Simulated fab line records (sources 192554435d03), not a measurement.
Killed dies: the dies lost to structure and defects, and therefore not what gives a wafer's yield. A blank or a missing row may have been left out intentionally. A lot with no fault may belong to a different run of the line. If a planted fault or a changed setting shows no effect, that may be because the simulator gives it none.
fab line records	flow n5Finfet
record: lots: 7	wafers: 21
route steps=1938 shown BEOL_M11@1541 BEOL_M12@1605 BEOL_M13@1694 BEOL_M14@1743 BEOL_M15@1800
startH: hours from the record's opening day to when the first of the lot's shown wafers began	waitH: hours elapsed since this lot's preceding step	" same as the row above	L1.1+2: several wafers, shown together as one row	- no value present, or no start provided	* or withheld: withheld	< > ~ a bound
route shown NAME@n: names a module that has steps shown in the file, with the first one's number in the route	usual: mean/standard deviation of fault-free wafers	same: alike in all rows	chamber/n: place in a boat	sites: each site's reading	_std_site: their standard deviation	_edge_site: the outer-site mean with the inner-site mean subtracted	radiusMm: for every site, how far away it sits from the centre of the wafer	mask NAME#n: copy n	behind: the last tool/chamber to shape the wafer	hold: what put the lot on hold/how long, in hours/how the hold closed	device: the transistor (n, p or np) that didn't switch	end of line: the tests these same wafers got at the end of their route	a step given without rows: its recipe and nothing more	killed: dies lost to structure and defects at the first sort, not the wafer's yield	map: per-die view of a wafer (x killed, . not killed, _ where there is no die)
set.NAME: the setting as run; set.NAME@STEP: as run at that earlier step	model.NAME: the simulator's own value behind a step, which no gauge read
lots where settings were altered on purpose, with a table for each step and a row for each wafer
== steps ==
step: N5_BEOL_M11_COAT_59
recipe: resist: SOC	tempC: 250	timeS: 60	spinRpm: 1500	resistThkNm: 100
lot.wafer	tool	chamber	startH	waitH	set.spinRpm	model.SOC_of_BEOL_M11_COAT_59.thkNm
L079.2	lithoTrack-04	0	247.80	0.1	1595	96.8
L079.5	"	0	"	"	1500	100
L079.6	"	0	"	"	1595	97.2
L080.1	lithoTrack-02	0	251.64	0.1	1500	100
L080.5	"	0	"	"	1500	99.8
L080.6	"	0	"	"	1577	97.4
L083.1	lithoTrack-02	0	291.64	0.1	1666	94.4
L083.2	"	0	"	"	1500	99.6
L083.4	"	0	"	"	1666	94.2
L088.2	lithoTrack-01	0	317.71	0.1	1500	100.4
L088.3	"	0	"	"	1500	100.2
L088.5	"	0	"	"	1641	96
L092.2+6	lithoTrack-02	0	338.04	0.1	1500	99.8
L092.5	"	0	"	"	1500	99.4
L095.1+6	lithoTrack-02	0	373.66	0.1	1370	104.8
L095.3	"	0	"	"	1500	100
L097.2	lithoTrack-01	0	387.56	0.1	1633	96
L097.3	"	0	"	"	1633	95.8
L097.6	"	0	"	"	1500	100.4
step: N5_BEOL_M11_COAT_60
recipe: resist: SiARC	tempC: 220	timeS: 60	spinRpm: 1500	resistThkNm: 30
step: N5_BEOL_M11_COAT_05
recipe: resist: CAR-ArF	spinRpm: 1500	resistThkNm: 90
step: N5_BEOL_M11_DESCUM_16
recipe: chemistry: O2	timeS: 7.9	sourcePowerW: 50	biasPowerW: 20	pressureMtorr: 20	rfFrequencyHz: 2.712e+07	tempC: 40	resist: CAR-ArF	o2FlowSccm: 225
step: N5_BEOL_M11_ETCH_61
recipe: chemistry: CF4	target: SiARC	targetDepthA: 390	maskMaterial: CAR-ArF	timeS: 65	ionEnergyEv: 80	pressureMtorr: 40	sourceW: 545	biasW: 36	Ar_flow_sccm: 100	cf4FlowSccm: 100	ends: cleared
step: N5_BEOL_M11_ETCH_62
recipe: chemistry: N2/H2	target: SOC	targetDepthA: 1100	overetchA: 220	maskMaterial: SiARC	tempC: 40	timeS: 165	ionEnergyEv: 200	pressureMtorr: 30	sourceW: 840	biasW: 150	n2FlowSccm: 200	h2FlowSccm: 200
lot.wafer	tool	chamber	startH	waitH	set.spinRpm@BEOL_M11_COAT_59	model.etch.depthNm
L079.2	rieDiel-02	3	248.35	0.0	1595	96.81
L079.5	"	3	"	"	1500	99.92
L079.6	"	2	"	"	1595	97.14
L080.1	rieDiel-02	1	252.33	0.0	1500	99.96
L080.5	"	2	"	"	1500	99.79
L080.6	"	1	"	"	1577	97.39
L083.1	rieDiel-02	1	292.24	0.0	1666	94.4
L083.2	"	2	"	"	1500	99.55
L083.4	"	3	"	"	1666	94.3
L088.2+3	rieDiel-05	0,1	318.25	0.0	1500	100.3
L088.5	"	0	"	"	1641	96.07
L092.2	rieDiel-04	2	338.58	0.0	1500	99.8
L092.5	"	2	"	"	1500	99.39
L092.6	"	0	"	"	1500	99.87
L095.1	rieDiel-05	1	374.20	0.0	1370	104.9
L095.3	"	0	"	"	1500	99.94
L095.6	"	1	"	"	1370	104.8
L097.2	rieDiel-05	3	388.11	0.0	1633	96.05
L097.3	"	2	"	"	1633	95.82
L097.6	"	1	"	"	1500	100.3
step: N5_BEOL_M11_STRIP_68
recipe: chemistry: N2/H2	tempC: 40	n2FlowSccm: 200	h2FlowSccm: 200	rfFrequencyHz: 6e+07
step: N5_BEOL_M11_STRIP_67
recipe: chemistry: CF4	resist: SiARC	powerW: 300	biasPowerW: 75	pressureMtorr: 50	cf4FlowSccm: 150	rfFrequencyHz: 6e+07
step: N5_BEOL_M11_HM_OPEN_17
recipe: chemistry: Cl2/BCl3	targetDepthA: 200	overetchA: 60	target: TiN	maskMaterial: SOC	ionEnergyEv: 150	pressureMtorr: 10	icpW: 1000	biasW: 126	Cl2_flow_sccm: 53.25	bcl3FlowSccm: 21.75	Ar_flow_sccm: 25
lot.wafer	tool	chamber	startH	waitH	set.spinRpm@BEOL_M11_COAT_59	model.SOC_of_BEOL_M11_COAT_59.thkNm
L079.2	rieMetal-03	0	248.53	0.0	1595	89
L079.5	"	1	"	"	1500	92
L079.6	"	0	"	"	1595	89.2
L080.1	rieMetal-01	0	252.51	0.0	1500	91.6
L080.5	"	1	"	"	1500	91.8
L080.6	"	0	"	"	1577	89
L083.1	rieMetal-03	1	292.43	0.0	1666	86.6
L083.2	"	1	"	"	1500	91.6
L083.4	"	1	"	"	1666	86.4
L088.2	rieMetal-01	1	318.43	0.0	1500	92.4
L088.3	"	0	"	"	1500	92
L088.5	"	0	"	"	1641	88
L092.2	rieMetal-01	1	338.77	0.0	1500	91.8
L092.5	"	0	"	"	1500	91.2
L092.6	"	1	"	"	1500	92
L095.1	rieMetal-02	1	374.39	0.0	1370	97
L095.3	"	1	"	"	1500	92
L095.6	"	1	"	"	1370	96.8
L097.2+3	rieMetal-01	0,1	388.29	0.0	1633	87.8
L097.6	"	0	"	"	1500	92
step: N5_BEOL_M12_COAT_04
recipe: spinRpm: 1625	resistThkNm: 400
lot.wafer	tool	chamber	startH	waitH	set.spinRpm	model.coat_of_BEOL_M12_COAT_04.thkNm
L079.2	lithoTrack-02	0	-	-	1625	398.8
L079.5	"	0	"	"	1625	397.8
L079.6	"	0	"	"	1625	398.2
L080.1	lithoTrack-02	0	-	-	1625	399.8
L080.5	"	0	"	"	1625	401.2
L080.6	"	0	"	"	1625	400.6
L083.1	lithoTrack-03	0	-	-	1574	407.8
L083.2	"	0	"	"	1574	409.2
L083.4	"	0	"	"	1574	408.4
L088.2	lithoTrack-05	0	-	-	1625	399.6
L088.3	"	0	"	"	1625	398.6
L088.5	"	0	"	"	1625	399.2
L092.2	lithoTrack-05	0	-	-	1625	398.8
L092.5	"	0	"	"	1625	399.6
L092.6	"	0	"	"	1625	399.4
L095.1	lithoTrack-05	0	-	-	1625	399.6
L095.3	"	0	"	"	1625	401.4
L095.6	"	0	"	"	1716	389.4
L097.2+3	lithoTrack-03	0	-	-	1625	401
L097.6	"	0	"	"	1488	420.2
step: N5_BEOL_M12_ETCH_59
recipe: chemistry: N2/H2	target: BARC	targetDepthA: 890	overetchA: 267	timeS: 67.9	ionEnergyEv: 200	pressureMtorr: 30	sourceW: 840	biasW: 150	n2FlowSccm: 200	h2FlowSccm: 200
lot.wafer	tool	chamber	startH	waitH	set.h2FlowSccm	set.spinRpm@BEOL_M12_COAT_04	model.coat_of_BEOL_M12_COAT_04.thkNm
L079.2	rieDiel-03	2	258.17	0.0	200	1625	320
L079.5	"	1	"	"	200	1625	317
L079.6	"	0	"	"	213.2	1625	317.2
L080.1	rieDiel-06	3	267.57	0.0	195.9	1625	317.4
L080.5+6	"	2,0	"	"	195.9	1625	316.8
L083.1	rieDiel-06	1	298.81	0.0	205.9	1574	322.2
L083.2	"	3	"	"	205.9	1574	327.2
L083.4	"	0	"	"	200	1574	324.6
L088.2	rieDiel-01	3	324.96	0.0	200	1625	319.2
L088.3	"	2	"	"	214.9	1625	317
L088.5	"	1	"	"	214.9	1625	316.2
L092.2+5	rieDiel-03	3,0	343.80	0.0	200	1625	318.2
L092.6	"	3	"	"	200	1625	319
L095.1	rieDiel-03	2	380.90	0.0	200	1625	318.4
L095.3	"	1	"	"	200	1625	320.8
L095.6	"	3	"	"	200	1716	309.4
L097.2	rieDiel-01	0	394.46	0.0	200	1625	317.2
L097.3	"	3	"	"	187.8	1625	319.8
L097.6	"	3	"	"	187.8	1488	339.4
step: N5_BEOL_M12_VIA_ETCH_16
recipe: chemistry: C4F8/O2/Ar	target: SiOC	pressureMtorr: 30	sourceW: 3000	biasW: 700	Ar_flow_sccm: 400	C4F8_flow_sccm: 15	O2_flow_sccm: 8	heInnerTorr: 15	heOuterTorr: 30	targetDepthA: 7248	timeS: withheld	ionEnergyEv: 250	ends: cleared
step: N5_BEOL_M12_STRIP_63
recipe: chemistry: N2/H2	powerW: 1000	tempC: 250	h2Frac: 0.65	overashFraction: 0.3	pressureMtorr: 1000	n2FlowSccm: 1750	h2FlowSccm: 3250
usual: stripTimeToEndpointS: 42.6/0.93
lot.wafer	tool	chamber	startH	waitH	set.spinRpm@BEOL_M12_COAT_04	stripTimeToEndpointS
L079.2	plasmaAsher-01	0	258.69	-	1625	43.8
L079.5	"	1	"	"	1625	41.7
L079.6	"	0	"	"	1625	41.6
L080.1	plasmaAsher-01	0	267.82	-	1625	42.5
L080.5	"	1	"	"	1625	41.7
L080.6	"	0	"	"	1625	41.7
L083.1	plasmaAsher-01	1	299.06	-	1574	43.1
L083.2	"	0	"	"	1574	45.0
L083.4	"	1	"	"	1574	42.9
L088.2	plasmaAsher-01	1	325.22	-	1625	42.8
L088.3	"	0	"	"	1625	42.3
L088.5	"	1	"	"	1625	41.4
L092.2	plasmaAsher-01	1	344.05	-	1625	43.1
L092.5	"	1	"	"	1625	42.1
L092.6	"	0	"	"	1625	42.3
L095.1	plasmaAsher-01	1	381.16	-	1625	44.3
L095.3	"	1	"	"	1625	45.4
L095.6	"	1	"	"	1716	40.4
L097.2	plasmaAsher-02	0	394.71	-	1625	42.9
L097.3	"	0	"	"	1625	43.3
L097.6	"	1	"	"	1488	47.7
step: N5_BEOL_M13_ETCH_68
recipe: chemistry: N2/H2	target: SOC	maskMaterial: SiARC	sourceW: 3000	biasW: 350	tempC: 40	timeS: 355	ionEnergyEv: 200	pressureMtorr: 30	n2FlowSccm: 200	h2FlowSccm: 200
lot.wafer	tool	chamber	startH	waitH	set.timeS	model.SiARC_of_BEOL_M13_COAT_66.thkNm
L079.2	rieDiel-04	2	267.11	0.1	396.1	72.8
L079.5	"	0	"	"	355	77.6
L079.6	"	1	"	"	355	78.2
L080.1	rieDiel-02	2	274.49	0.1	391.2	73.6
L080.5	"	3	"	"	391.2	73.8
L080.6	"	0	"	"	355	76.8
L083.1+4	rieDiel-04	0,3	307.17	0.1	355	76.8
L083.2	"	1	"	"	380.5	75.2
L088.2	rieDiel-02	0	331.87	0.1	411.4	71.6
L088.3	"	2	"	"	355	76.8
L088.5	"	0	"	"	411.4	71
L092.2	rieDiel-05	0	349.64	0.1	355	76.6
L092.5	"	1	"	"	355	77
L092.6	"	2	"	"	355	77.6
L095.1	rieDiel-05	1	387.36	0.1	355	76.2
L095.3	"	2	"	"	329.6	78.8
L095.6	"	2	"	"	355	77
L097.2	rieDiel-02	0	400.72	0.1	355	77.2
L097.3+6	"	2,1	"	"	355	77
step: N5_BEOL_M14_PEB_26
recipe: pebTempC: 130	pebTimeS: 90
lot.wafer	tool	chamber	startH	waitH	set.pebTempC
L079.2+6	lithoTrack-05	0	273.42	0.0	131.6
L079.5	"	0	"	"	130
L080.1+6	lithoTrack-04	0	280.48	0.1	130
L080.5	"	0	"	"	128.5
L083.1+2+4	lithoTrack-04	0	312.68	0.1	130
L088.2	lithoTrack-05	0	337.73	0.0	130
L088.3+5	"	0	"	"	128.8
L092.2+5+6	lithoTrack-04	0	353.52	0.0	130
L095.1+3	lithoTrack-05	0	392.38	0.1	131.6
L095.6	"	0	"	"	130
L097.2+6	lithoTrack-02	0	404.70	0.0	130
L097.3	"	0	"	"	133.3
step: N5_BEOL_M14_DEVELOP_27
recipe: developTimeS: 45	rinseLiquid: diw	dry: airSpin	devTempC: 21
step: N5_BEOL_M14_HARDBAKE_32
recipe: tempC: 130	timeS: 120
step: N5_BEOL_M14_CD_MEAS_28
recipe: targetCdNm: 284.4	landingEnergyEv: 500	detector: seInlens
usual: cdNm: 285.2/1.6
lot.wafer	tool	chamber	startH	waitH	set.pebTempC@BEOL_M14_PEB_26	cdNm
L079.2	cdSem-01	0	273.54	-	131.6	292.7
L079.5	"	0	"	"	130	286.8
L079.6	"	0	"	"	131.6	293.0
L080.1	cdSem-01	0	280.59	-	130	286.2
L080.5	"	0	"	"	128.5	277.7
L080.6	"	0	"	"	130	285.8
L083.1	cdSem-03	0	312.80	-	130	287.5
L083.2	"	0	"	"	130	286.0
L083.4	"	0	"	"	130	284.5
L088.2	cdSem-03	0	337.84	-	130	285.7
L088.3	"	0	"	"	128.8	277.0
L088.5	"	0	"	"	128.8	279.9
L092.2	cdSem-01	0	353.63	-	130	285.4
L092.5	"	0	"	"	130	287.4
L092.6	"	0	"	"	130	285.9
L095.1	cdSem-03	0	392.50	-	131.6	291.0
L095.3	"	0	"	"	131.6	291.3
L095.6	"	0	"	"	130	284.0
L097.2	cdSem-02	0	404.82	-	130	282.9
L097.3	"	0	"	"	133.3	299.1
L097.6	"	0	"	"	130	283.8
step: N5_BEOL_M14_DESCUM_33
recipe: chemistry: O2	timeS: 7.9	sourcePowerW: 50	biasPowerW: 20	pressureMtorr: 20	rfFrequencyHz: 2.712e+07	tempC: 40	o2FlowSccm: 225
lot.wafer	tool	chamber	startH	waitH	set.pebTempC@BEOL_M14_PEB_26	model.BEOL_M14.cdNm
L079.2	rieDiel-03	1	273.73	0.1	131.6	292.8
L079.5	"	1	"	"	130	286.8
L079.6	"	2	"	"	131.6	293
L080.1	rieDiel-06	2	280.68	0.0	130	286.6
L080.5	"	0	"	"	128.5	277.6
L080.6	"	2	"	"	130	286
L083.1	rieDiel-03	0	312.88	0.0	130	287.6
L083.2	"	1	"	"	130	286.4
L083.4	"	2	"	"	130	284.4
L088.2	rieDiel-03	2	337.96	0.0	130	285.8
L088.3	"	0	"	"	128.8	277.6
L088.5	"	2	"	"	128.8	280
L092.2	rieDiel-01	1	354.08	0.4	130	285.6
L092.5	"	1	"	"	130	287.6
L092.6	"	0	"	"	130	285.8
L095.1	rieDiel-06	2	392.59	0.0	131.6	291.4
L095.3	"	1	"	"	131.6	291
L095.6	"	2	"	"	130	284
L097.2	rieDiel-03	2	404.91	0.0	130	282.8
L097.3	"	1	"	"	133.3	299.2
L097.6	"	1	"	"	130	284
step: N5_BEOL_M14_ETCH_67
recipe: chemistry: CF4	target: SiARC	targetDepthA: 1430	timeS: 238.3	ionEnergyEv: 80	pressureMtorr: 40	sourceW: 545	biasW: 36	Ar_flow_sccm: 100	cf4FlowSccm: 100	ends: cleared
lot.wafer	tool	chamber	startH	waitH	set.pebTempC@BEOL_M14_PEB_26	model.BEOL_M14.cdNm
L079.2	rieDiel-03	1	273.76	0.0	131.6	288.6
L079.5	"	1	"	"	130	282.4
L079.6	"	2	"	"	131.6	288.4
L080.1	rieDiel-06	2	280.72	0.0	130	283.6
L080.5	"	0	"	"	128.5	273.8
L080.6	"	2	"	"	130	282.4
L083.1	rieDiel-03	0	312.92	0.0	130	283.6
L083.2	"	1	"	"	130	283
L083.4	"	2	"	"	130	279.6
L088.2	rieDiel-03	2	337.99	0.0	130	281.2
L088.3	"	0	"	"	128.8	272
L088.5	"	2	"	"	128.8	275.4
L092.2	rieDiel-01	1	354.12	0.0	130	281.2
L092.5	"	1	"	"	130	283.2
L092.6	"	0	"	"	130	281.6
L095.1	rieDiel-06	2	392.62	0.0	131.6	286.6
L095.3	"	1	"	"	131.6	286.8
L095.6	"	2	"	"	130	279
L097.2	rieDiel-03	2	404.94	0.0	130	278
L097.3	"	1	"	"	133.3	295.4
L097.6	"	1	"	"	130	280.2
step: N5_BEOL_M14_ETCH_68
recipe: chemistry: N2/H2	target: SOC	maskMaterial: SiARC	sourceW: 3000	biasW: 350	tempC: 40	timeS: 450	ionEnergyEv: 200	pressureMtorr: 30	n2FlowSccm: 200	h2FlowSccm: 200
lot.wafer	tool	chamber	startH	waitH	set.pebTempC@BEOL_M14_PEB_26	model.BEOL_M14.cdNm
L079.2	rieDiel-03	1	273.91	0.1	131.6	287.4
L079.5	"	1	"	"	130	280.8
L079.6	"	2	"	"	131.6	286.6
L080.1	rieDiel-06	2	280.86	0.1	130	284
L080.5	"	0	"	"	128.5	275.2
L080.6	"	2	"	"	130	282.2
L083.1	rieDiel-03	0	313.07	0.1	130	285.4
L083.2	"	1	"	"	130	283.6
L083.4	"	2	"	"	130	278.6
L088.2	rieDiel-03	2	338.14	0.1	130	282.6
L088.3	"	0	"	"	128.8	272.4
L088.5	"	2	"	"	128.8	276.8
L092.2	rieDiel-01	1	354.26	0.1	130	281
L092.5	"	1	"	"	130	283.4
L092.6	"	0	"	"	130	280.2
L095.1	rieDiel-06	2	392.77	0.1	131.6	286.8
L095.3	"	1	"	"	131.6	288
L095.6	"	2	"	"	130	278.8
L097.2	rieDiel-03	2	405.09	0.1	130	278.2
L097.3	"	1	"	"	133.3	297.6
L097.6	"	1	"	"	130	281.6
step: N5_BEOL_M14_TRENCH_ETCH_34
recipe: chemistry: C4F8/O2/Ar	target: SiO2	targetDepthA: 5566.5	maskMaterial: SOC	heInnerTorr: 15	heOuterTorr: 30	timeS: 126.9	ionEnergyEv: 800	pressureMtorr: 20	sourceW: 1905	biasW: 2040	Ar_flow_sccm: 400	C4F8_flow_sccm: 16	O2_flow_sccm: 12
usual: rfVppV: 2223/33
lot.wafer	tool	chamber	startH	waitH	set.biasW	rfVppV
L079.2	rieDiel-03	1	274.18	0.0	2224	2415
L079.5	"	1	"	"	2224	2413
L079.6	"	2	"	"	2224	2366
L080.1	rieDiel-06	2	281.14	0.0	2040	2253
L080.5	"	0	"	"	1737	1947
L080.6	"	2	"	"	1737	2009
L083.1	rieDiel-03	0	313.34	0.0	2040	2228
L083.2	"	1	"	"	1825	2101
L083.4	"	2	"	"	2040	2229
L088.2	rieDiel-03	2	338.41	0.0	2142	2305
L088.3	"	0	"	"	2040	2228
L088.5	"	2	"	"	2040	2228
L092.2	rieDiel-01	1	354.54	0.0	2040	2230
L092.5	"	1	"	"	2040	2231
L092.6	"	0	"	"	2040	2223
L095.1	rieDiel-06	2	393.04	0.0	1889	2131
L095.3	"	1	"	"	2040	2178
L095.6	"	2	"	"	2040	2251
L097.2	rieDiel-03	2	405.36	0.0	2040	2226
L097.3	"	1	"	"	1945	2197
L097.6	"	1	"	"	1945	2197
step: N5_BEOL_M15_EXPOSE_25
recipe: maskId: M15	na: 0.8	sourceShape: annular	sigmaInner: 0.5	sigmaOuter: 0.8	polarization: unpolarized	targetCdNm: 400	doseMj: 35.5
lot.wafer	tool	chamber	startH	waitH	mask	set.doseMj
L079.2+5	krfScanner-02	0	278.64	-	M15#0	35.5
L079.6	"	0	"	"	M15#0	34.77
L080.1+6	krfScanner-01	0	285.78	-	M15#0	35.5
L080.5	"	0	"	"	M15#0	33.59
L083.1+2	krfScanner-02	0	319.62	-	M15#0	35.5
L083.4	"	0	"	"	M15#0	36.63
L088.2+3+5	krfScanner-02	0	345.02	-	M15#0	35.5
L092.2+5+6	krfScanner-02	0	359.38	-	M15#0	35.5
L095.1	krfScanner-02	0	397.54	-	M15#0	33.26
L095.3+6	"	0	"	"	M15#0	35.5
L097.2+3+6	krfScanner-01	0	410.21	-	M15#0	35.5
step: N5_BEOL_M15_PEB_26
recipe: pebTempC: 130	pebTimeS: 90
step: N5_BEOL_M15_DEVELOP_27
recipe: developTimeS: 45	rinseLiquid: diw	dry: airSpin	devTempC: 21
step: N5_BEOL_M15_HARDBAKE_32
recipe: tempC: 130	timeS: 120
step: N5_BEOL_M15_CD_MEAS_28
recipe: targetCdNm: 407.6	landingEnergyEv: 500	detector: seInlens
usual: cdNm: 408.5/1.8
lot.wafer	tool	chamber	startH	waitH	set.doseMj@BEOL_M15_EXPOSE_25	cdNm
L079.2	cdSem-01	0	278.80	-	35.5	406.6
L079.5	"	0	"	"	35.5	406.3
L079.6	"	0	"	"	34.77	403.7
L080.1	cdSem-01	0	285.96	-	35.5	409.1
L080.5	"	0	"	"	33.59	399.1
L080.6	"	0	"	"	35.5	412.2
L083.1	cdSem-02	0	319.79	-	35.5	405.5
L083.2	"	0	"	"	35.5	403.9
L083.4	"	0	"	"	36.63	414.3
L088.2	cdSem-03	0	345.19	-	35.5	406.0
L088.3	"	0	"	"	35.5	410.5
L088.5	"	0	"	"	35.5	406.3
L092.2	cdSem-03	0	359.55	-	35.5	405.3
L092.5	"	0	"	"	35.5	408.1
L092.6	"	0	"	"	35.5	405.9
L095.1	cdSem-01	0	397.71	-	33.26	398.3
L095.3	"	0	"	"	35.5	410.6
L095.6	"	0	"	"	35.5	408.2
L097.2	cdSem-02	0	410.37	-	35.5	410.1
L097.3	"	0	"	"	35.5	409.7
L097.6	"	0	"	"	35.5	407.5
step: N5_BEOL_M15_DESCUM_33
recipe: chemistry: O2	timeS: 7.9	sourcePowerW: 50	biasPowerW: 20	pressureMtorr: 20	rfFrequencyHz: 2.712e+07	tempC: 40	o2FlowSccm: 225
lot.wafer	tool	chamber	startH	waitH	set.doseMj@BEOL_M15_EXPOSE_25	model.BEOL_M15.cdNm
L079.2	rieDiel-04	3	278.89	0.0	35.5	406.6
L079.5	"	2	"	"	35.5	406.2
L079.6	"	3	"	"	34.77	403.8
L080.1	rieDiel-05	2	286.22	0.2	35.5	409
L080.5	"	1	"	"	33.59	399.2
L080.6	"	2	"	"	35.5	412.2
L083.1	rieDiel-04	2	320.11	0.3	35.5	405.8
L083.2	"	0	"	"	35.5	404.2
L083.4	"	1	"	"	36.63	414.4
L088.2	rieDiel-02	3	345.41	0.2	35.5	405.8
L088.3	"	2	"	"	35.5	410.8
L088.5	"	1	"	"	35.5	406
L092.2	rieDiel-02	3	359.63	0.0	35.5	405
L092.5	"	3	"	"	35.5	408
L092.6	"	0	"	"	35.5	406
L095.1	rieDiel-02	1	397.80	0.0	33.26	398.4
L095.3	"	3	"	"	35.5	410.4
L095.6	"	2	"	"	35.5	408.2
L097.2	rieDiel-05	3	410.47	0.0	35.5	409.8
L097.3	"	2	"	"	35.5	409.6
L097.6	"	1	"	"	35.5	408.2
== key ==
split: step: N5_BEOL_M11_COAT_59	setting: spinRpm	stated: 1500	by: wafer
response: step: N5_BEOL_M11_COAT_59	reading: model.SOC_of_BEOL_M11_COAT_59.thkNm	change: -0.493	per: 1%	r: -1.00
response: step: N5_BEOL_M11_ETCH_62	reading: model.etch.depthNm	change: -0.488	per: 1%	r: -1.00
response: step: N5_BEOL_M11_HM_OPEN_17	reading: model.SOC_of_BEOL_M11_COAT_59.thkNm	change: -0.482	per: 1%	r: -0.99
split: step: N5_BEOL_M12_COAT_04	setting: spinRpm	stated: 1625	by: wafer
response: step: N5_BEOL_M12_COAT_04	reading: model.coat_of_BEOL_M12_COAT_04.thkNm	change: -2.19	per: 1%	r: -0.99
response: step: N5_BEOL_M12_ETCH_59	reading: model.coat_of_BEOL_M12_COAT_04.thkNm	change: -2.28	per: 1%	r: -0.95
response: step: N5_BEOL_M12_STRIP_63	reading: stripTimeToEndpointS	change: *	per: 1%	r: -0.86
split: step: N5_BEOL_M12_ETCH_59	setting: h2FlowSccm	stated: 200	by: wafer
response none clear
split: step: N5_BEOL_M13_ETCH_68	setting: timeS	stated: 355	by: wafer
response: step: N5_BEOL_M13_ETCH_68	reading: model.SiARC_of_BEOL_M13_COAT_66.thkNm	change: -0.346	per: 1%	r: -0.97
split: step: N5_BEOL_M14_PEB_26	setting: pebTempC	stated: 130	by: wafer
response: step: N5_BEOL_M14_CD_MEAS_28	reading: cdNm	change: +6.22	per: 1%	r: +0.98
response: step: N5_BEOL_M14_DESCUM_33	reading: model.BEOL_M14.cdNm	change: +6.26	per: 1%	r: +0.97
response: step: N5_BEOL_M14_ETCH_67	reading: model.BEOL_M14.cdNm	change: +6.51	per: 1%	r: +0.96
response: step: N5_BEOL_M14_ETCH_68	reading: model.BEOL_M14.cdNm	change: +6.83	per: 1%	r: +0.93
split: step: N5_BEOL_M14_TRENCH_ETCH_34	setting: biasW	stated: 2040	by: wafer
response: step: N5_BEOL_M14_TRENCH_ETCH_34	reading: rfVppV	change: +15.2	per: 1%	r: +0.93
split: step: N5_BEOL_M15_EXPOSE_25	setting: doseMj	stated: 35.5	by: wafer
response: step: N5_BEOL_M15_CD_MEAS_28	reading: cdNm	change: +2.03	per: 1%	r: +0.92
response: step: N5_BEOL_M15_DESCUM_33	reading: model.BEOL_M15.cdNm	change: +1.99	per: 1%	r: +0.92
